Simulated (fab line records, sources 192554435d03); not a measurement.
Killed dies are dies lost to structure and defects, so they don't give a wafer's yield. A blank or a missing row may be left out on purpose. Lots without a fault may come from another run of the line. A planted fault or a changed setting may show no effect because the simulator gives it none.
Which tool did it? | flow n5_finfet | 12 lots, 36 wafers sampled, at 5 steps of a route of 1938

WHAT THE GAUGES READ, wafer by wafer
N5_HKMG_FIN_CD_MEAS_12: target cd 92.8 nm.
lot  | measured     | on        | cd_nm (nm)
L812 | day 4 03:08  | cd_sem-01 | 93.0 92.5 92.7
L813 | day 4 09:56  | cd_sem-03 | 93.2 92.9 93.1
L815 | day 4 22:35  | cd_sem-01 | 92.9 93.4 93.1
L816 | day 5 01:25  | cd_sem-02 | 93.2 93.6 93.7
L817 | day 5 10:46  | cd_sem-03 | 93.0 93.2 93.4
L819 | day 5 20:30  | cd_sem-01 | 92.8 93.3 92.7
L822 | day 6 15:52  | cd_sem-02 | 74.6 74.2 74.5
L823 | day 7 06:07  | cd_sem-01 | 75.6 75.3 75.6
L827 | day 7 23:16  | cd_sem-01 | 92.6 92.5 92.8
L826 | day 7 23:57  | cd_sem-01 | 93.7 93.0 93.7
L833 | day 9 11:14  | cd_sem-03 | 93.0 93.0 92.9
L835 | day 10 16:38 | cd_sem-03 | 92.5 92.9 92.4

N5_HKMG_FIN_OVL_MEAS_13.
lot  | measured     | on         | NWFM_OVL (nm)
L812 | day 4 03:10  | overlay-02 | 1.4 1.3 0.5
L813 | day 4 09:58  | overlay-02 | -0.3 0.6 0.5
L815 | day 4 22:37  | overlay-01 | 1.6 1.7 0.7
L816 | day 5 01:27  | overlay-02 | -0.5 -0.3 0.6
L817 | day 5 10:48  | overlay-01 | -0.4 0.9 -0.5
L819 | day 5 20:32  | overlay-01 | 0.9 -0.3 1.0
L822 | day 6 15:54  | overlay-02 | -0.7 1.3 -0.2
L823 | day 7 06:08  | overlay-02 | -0.4 1.0 0.2
L827 | day 7 23:18  | overlay-01 | 0.2 0.7 -0.5
L826 | day 7 23:59  | overlay-02 | 0.3 -0.2 0.4
L833 | day 9 11:16  | overlay-01 | 1.4 1.2 1.6
L835 | day 10 16:40 | overlay-02 | -0.7 -1.1 -1.2

N5_HKMG_FIN_INSPECT_14: inspects for defects (macro).
lot  | measured     | on                | raw_defect_count
L812 | day 4 03:11  | defect_inspect-01 | 4 4 4
L813 | day 4 09:59  | defect_inspect-01 | 3 1 3
L815 | day 4 22:38  | defect_inspect-01 | 0 3 1
L816 | day 5 01:29  | defect_inspect-01 | 2 4 2
L817 | day 5 10:49  | defect_inspect-02 | 5 3 1
L819 | day 5 20:33  | defect_inspect-01 | 7 2 3
L822 | day 6 15:56  | defect_inspect-02 | 2 4 1
L823 | day 7 06:10  | defect_inspect-01 | 2 2 4
L827 | day 7 23:19  | defect_inspect-02 | 1 0 1
L826 | day 8 00:00  | defect_inspect-01 | 3 7 3
L833 | day 9 11:17  | defect_inspect-01 | 1 2 2
L835 | day 10 16:41 | defect_inspect-01 | 0 3 4

WHICH TOOL RAN EACH LOT (tool, then ch and the chambers of the sampled wafers, then the start)
lot  | N5_HKMG_FIN_ETCH_54               | N5_HKMG_FIN_PEB_10
L812 | rie_diel-01 ch 0,1,2, day 3 23:53 | litho_track-02 ch 0, day 4 03:04
L813 | rie_diel-04 ch 1,2,3, day 4 06:41 | litho_track-02 ch 0, day 4 09:52
L815 | rie_diel-03 ch 2,3, day 4 19:21   | litho_track-02 ch 0, day 4 22:31
L816 | rie_diel-03 ch 1,2, day 4 22:11   | litho_track-03 ch 0, day 5 01:21
L817 | rie_diel-03 ch 0,1,3, day 5 07:31 | litho_track-03 ch 0, day 5 10:42
L819 | rie_diel-01 ch 2,3, day 5 17:15   | litho_track-02 ch 0, day 5 20:26
L822 | rie_diel-03 ch 0,1,2, day 6 12:38 | litho_track-03 ch 0, day 6 15:49
L823 | rie_diel-03 ch 0,1, day 7 02:59   | litho_track-03 ch 0, day 7 06:02
L827 | rie_diel-04 ch 1,2,3, day 7 20:01 | litho_track-01 ch 0, day 7 23:12
L826 | rie_diel-03 ch 1,2, day 7 20:42   | litho_track-02 ch 0, day 7 23:53
L833 | rie_diel-04 ch 0,2, day 9 08:01   | litho_track-02 ch 0, day 9 11:10
L835 | rie_diel-01 ch 0,2, day 10 13:23  | litho_track-02 ch 0, day 10 16:34
- N5_HKMG_FIN_ETCH_54: etches SiARC in CF4, target depth 45.5 nm, time 75.8 s.
- N5_HKMG_FIN_PEB_10: peb time 60 s.

WHAT THE TOOLS THEMSELVES READ (means of the sampled wafers that have a number; where no wafer has one, the mark that the record gives instead)
N5_HKMG_FIN_ETCH_54.
lot  | tool        | bias_w (W) | drypump_motor_current_A (A) | etch_rf_on_time_s (s) | oes_product_au (a.u.) | rf_vpp_V (V) | showerhead_plenum_p_Torr (Torr) | throttle_valve_pct (%)
L812 | rie_diel-01 | 35.98      | 5.4                         | 75.1                  | 0.72                  | 184.0        | 2.16                            | 15.56
L813 | rie_diel-04 | 36.07      | 5.7                         | 76.9                  | 0.63                  | 183.5        | 2.08                            | 15.63
L815 | rie_diel-03 | 36.03      | 5.0                         | 76.1                  | 0.63                  | 183.5        | 2.16                            | 15.80
L816 | rie_diel-03 | 35.94      | 5.7                         | 75.0                  | 0.69                  | 183.4        | 2.12                            | 15.63
L817 | rie_diel-03 | 36.06      | 5.6                         | 75.1                  | 0.67                  | 184.4        | 2.20                            | 15.66
L819 | rie_diel-01 | 36.09      | 6.0                         | 73.6                  | 0.81                  | 185.5        | 2.17                            | 15.47
L822 | rie_diel-03 | 36.02      | 5.8                         | 75.7                  | 0.66                  | 184.5        | 2.14                            | 15.63
L823 | rie_diel-03 | 36.00      | 5.8                         | 75.2                  | 0.64                  | 184.9        | 2.16                            | 15.62
L827 | rie_diel-04 | 35.99      | 5.7                         | 76.7                  | 0.68                  | 184.4        | 2.15                            | 15.50
L826 | rie_diel-03 | 36.01      | 5.7                         | 76.0                  | 0.66                  | 183.7        | 2.12                            | 15.66
L833 | rie_diel-04 | 36.00      | 5.6                         | 76.3                  | 0.72                  | 183.8        | 2.11                            | 15.43
L835 | rie_diel-01 | 35.97      | 5.4                         | 75.5                  | 0.72                  | 186.2        | 2.23                            | 15.47

THE ANSWER, worked out from the rows above alone
Rule: what is usual is taken from the lots themselves. Put in order of their means at a reading, lots are off if they are a third of the lots or fewer, leave a main group of 4 or more, and stand apart from it by a gap of 3 or more times the standard deviation of the main group's means; of several such gaps the widest counts. A main group whose means are all the same, to the digits that the tables above print for the reading, isn't used. A lot without any number at a reading at which 4 lots or more have one is off too. The other lots that the step has rows for count as sound. The gauges are gone through in route order, then the tools' own readings, and for those a lot's mean is taken as printed above. The first step at which some lot is off is used, and at that step the reading that is off furthest; a lot without a number counts as furthest.
Off: L822, L823, at N5_HKMG_FIN_CD_MEAS_12 (cd_nm). The main group: mean 93.0 nm, standard deviation 0.3.
A tool fits if, at a process step before that reading, it ran every lot that is off, and no sound lot after the first of them. The gauges at N5_HKMG_FIN_CD_MEAS_12 are tried like those tools. One fits: litho_track-03 at N5_HKMG_FIN_PEB_10. Its last sound lot is L817 (day 5 10:42), its first lot that is off L822 (day 6 15:49): a fault that began between those two fits.

WHAT THE SIMULATOR HAD PUT IN
Process parameter drift: litho_track-03, from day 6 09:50 on, at N5_HKMG_FIN_PEB_10. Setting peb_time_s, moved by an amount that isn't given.
Lots struck among those shown: L822, L823. The rule above found the same.
